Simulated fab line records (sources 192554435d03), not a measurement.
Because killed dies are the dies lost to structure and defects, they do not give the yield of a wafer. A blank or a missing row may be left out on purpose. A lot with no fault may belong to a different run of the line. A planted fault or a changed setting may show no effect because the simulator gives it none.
Matching of chambers / flow n5 finfet / N5_BEOL_M3_ETCH_69 on rie diel-06: 4 sister chambers
The step etches SiARC in CF4, target depth 15.6 nm, time 26 s. 27 wafers are shown with their chamber, then 12 later ones without.

WAFERS, EACH WITH ITS CHAMBER
wafer=L075.2; chamber=3; showerhead plenum p Torr (Torr)=2.23; drypump motor current A (A)=6.5; etch rf on time s (s)=26.9
wafer=L075.4; chamber=1; showerhead plenum p Torr (Torr)=2.26; drypump motor current A (A)=6.6; etch rf on time s (s)=26.4
wafer=L075.5; chamber=3; showerhead plenum p Torr (Torr)=2.23; drypump motor current A (A)=6.5; etch rf on time s (s)=27.0
wafer=L076.1; chamber=2; showerhead plenum p Torr (Torr)=2.11; drypump motor current A (A)=5.9; etch rf on time s (s)=25.7
wafer=L076.3; chamber=3; showerhead plenum p Torr (Torr)=2.22; drypump motor current A (A)=6.5; etch rf on time s (s)=27.4
wafer=L076.4; chamber=1; showerhead plenum p Torr (Torr)=2.26; drypump motor current A (A)=6.6; etch rf on time s (s)=26.8
wafer=L082.1; chamber=2; showerhead plenum p Torr (Torr)=2.11; drypump motor current A (A)=5.9; etch rf on time s (s)=25.4
wafer=L082.2; chamber=3; showerhead plenum p Torr (Torr)=2.22; drypump motor current A (A)=6.6; etch rf on time s (s)=27.0
wafer=L082.6; chamber=2; showerhead plenum p Torr (Torr)=2.11; drypump motor current A (A)=5.9; etch rf on time s (s)=25.2
wafer=L083.1; chamber=3; showerhead plenum p Torr (Torr)=2.22; drypump motor current A (A)=6.5; etch rf on time s (s)=27.0
wafer=L083.2; chamber=1; showerhead plenum p Torr (Torr)=2.26; drypump motor current A (A)=6.6; etch rf on time s (s)=26.0
wafer=L083.4; chamber=3; showerhead plenum p Torr (Torr)=2.22; drypump motor current A (A)=6.5; etch rf on time s (s)=26.7
wafer=L085.2; chamber=3; showerhead plenum p Torr (Torr)=2.22; drypump motor current A (A)=6.5; etch rf on time s (s)=26.7
wafer=L085.3; chamber=0; showerhead plenum p Torr (Torr)=2.04; drypump motor current A (A)=5.1; etch rf on time s (s)=25.7
wafer=L085.6; chamber=3; showerhead plenum p Torr (Torr)=2.22; drypump motor current A (A)=6.4; etch rf on time s (s)=26.6
wafer=L088.1; chamber=2; showerhead plenum p Torr (Torr)=2.11; drypump motor current A (A)=5.9; etch rf on time s (s)=24.7
wafer=L088.2; chamber=0; showerhead plenum p Torr (Torr)=2.04; drypump motor current A (A)=5.1; etch rf on time s (s)=25.8
wafer=L088.5; chamber=2; showerhead plenum p Torr (Torr)=2.11; drypump motor current A (A)=5.9; etch rf on time s (s)=24.7
wafer=L087.2; chamber=1; showerhead plenum p Torr (Torr)=2.26; drypump motor current A (A)=6.6; etch rf on time s (s)=26.4
wafer=L087.4; chamber=0; showerhead plenum p Torr (Torr)=2.04; drypump motor current A (A)=5.2; etch rf on time s (s)=26.3
wafer=L087.6; chamber=2; showerhead plenum p Torr (Torr)=2.11; drypump motor current A (A)=5.9; etch rf on time s (s)=25.1
wafer=L089.1; chamber=2; showerhead plenum p Torr (Torr)=2.11; drypump motor current A (A)=5.9; etch rf on time s (s)=25.1
wafer=L089.5; chamber=3; showerhead plenum p Torr (Torr)=2.22; drypump motor current A (A)=6.5; etch rf on time s (s)=27.1
wafer=L089.6; chamber=0; showerhead plenum p Torr (Torr)=2.04; drypump motor current A (A)=5.1; etch rf on time s (s)=26.3
wafer=L091.2; chamber=2; showerhead plenum p Torr (Torr)=2.11; drypump motor current A (A)=5.9; etch rf on time s (s)=24.8
wafer=L091.3; chamber=3; showerhead plenum p Torr (Torr)=2.22; drypump motor current A (A)=6.5; etch rf on time s (s)=26.7
wafer=L091.4; chamber=0; showerhead plenum p Torr (Torr)=2.04; drypump motor current A (A)=5.1; etch rf on time s (s)=25.7

SIGNATURES (means of the wafers above)
reading=showerhead plenum p Torr; chamber 0=2.0400; chamber 1=2.2600; chamber 2=2.1100; chamber 3=2.2220; scatter within a chamber=0.00264
reading=drypump motor current A; chamber 0=5.120; chamber 1=6.600; chamber 2=5.900; chamber 3=6.500; scatter within a chamber=0.0349
reading=etch rf on time s; chamber 0=25.960; chamber 1=26.400; chamber 2=25.087; chamber 3=26.910; scatter within a chamber=0.303
Rule: for a wafer and a chamber, the distance is found by dividing, reading by reading, the gap between the wafer's reading and the chamber's mean by the reading's scatter, squaring, summing and taking the root. If the next closest chamber is less than 2 further off than the closest, the wafer can't be placed; otherwise it belongs to the closest. The scatter: the root of (the sum of the squares of (reading less its chamber's mean) over the shown wafers, divided by (wafers less chambers)).

WAFERS WITH NO CHAMBER GIVEN
wafer=L092.1; showerhead plenum p Torr (Torr)=2.22; drypump motor current A (A)=6.5; etch rf on time s (s)=27.2
wafer=L092.2; showerhead plenum p Torr (Torr)=2.11; drypump motor current A (A)=5.9; etch rf on time s (s)=25.0
wafer=L092.5; showerhead plenum p Torr (Torr)=2.22; drypump motor current A (A)=6.5; etch rf on time s (s)=27.3
wafer=L093.2; showerhead plenum p Torr (Torr)=2.21; drypump motor current A (A)=6.5; etch rf on time s (s)=27.0
wafer=L093.4; showerhead plenum p Torr (Torr)=2.25; drypump motor current A (A)=6.6; etch rf on time s (s)=26.6
wafer=L093.6; showerhead plenum p Torr (Torr)=2.10; drypump motor current A (A)=5.9; etch rf on time s (s)=24.6
wafer=L095.1; showerhead plenum p Torr (Torr)=2.10; drypump motor current A (A)=5.9; etch rf on time s (s)=24.9
wafer=L095.3; showerhead plenum p Torr (Torr)=2.04; drypump motor current A (A)=5.1; etch rf on time s (s)=26.0
wafer=L095.4; showerhead plenum p Torr (Torr)=2.25; drypump motor current A (A)=6.6; etch rf on time s (s)=26.5
wafer=L097.1; showerhead plenum p Torr (Torr)=2.21; drypump motor current A (A)=6.5; etch rf on time s (s)=26.9
wafer=L097.4; showerhead plenum p Torr (Torr)=2.10; drypump motor current A (A)=5.9; etch rf on time s (s)=24.6
wafer=L097.5; showerhead plenum p Torr (Torr)=2.10; drypump motor current A (A)=5.9; etch rf on time s (s)=24.7

WHICH CHAMBER EACH WENT THROUGH
wafer=L092.1; from the rows above=3; in truth=3
wafer=L092.2; from the rows above=2; in truth=2
wafer=L092.5; from the rows above=3; in truth=3
wafer=L093.2; from the rows above=3; in truth=3
wafer=L093.4; from the rows above=1; in truth=1
wafer=L093.6; from the rows above=2; in truth=2
wafer=L095.1; from the rows above=2; in truth=2
wafer=L095.3; from the rows above=0; in truth=0
wafer=L095.4; from the rows above=1; in truth=1
wafer=L097.1; from the rows above=3; in truth=3
wafer=L097.4; from the rows above=2; in truth=2
wafer=L097.5; from the rows above=2; in truth=2
Correct placement for 12 of the 12. Left unplaced by these rows: 0. Placed wrongly: 0.
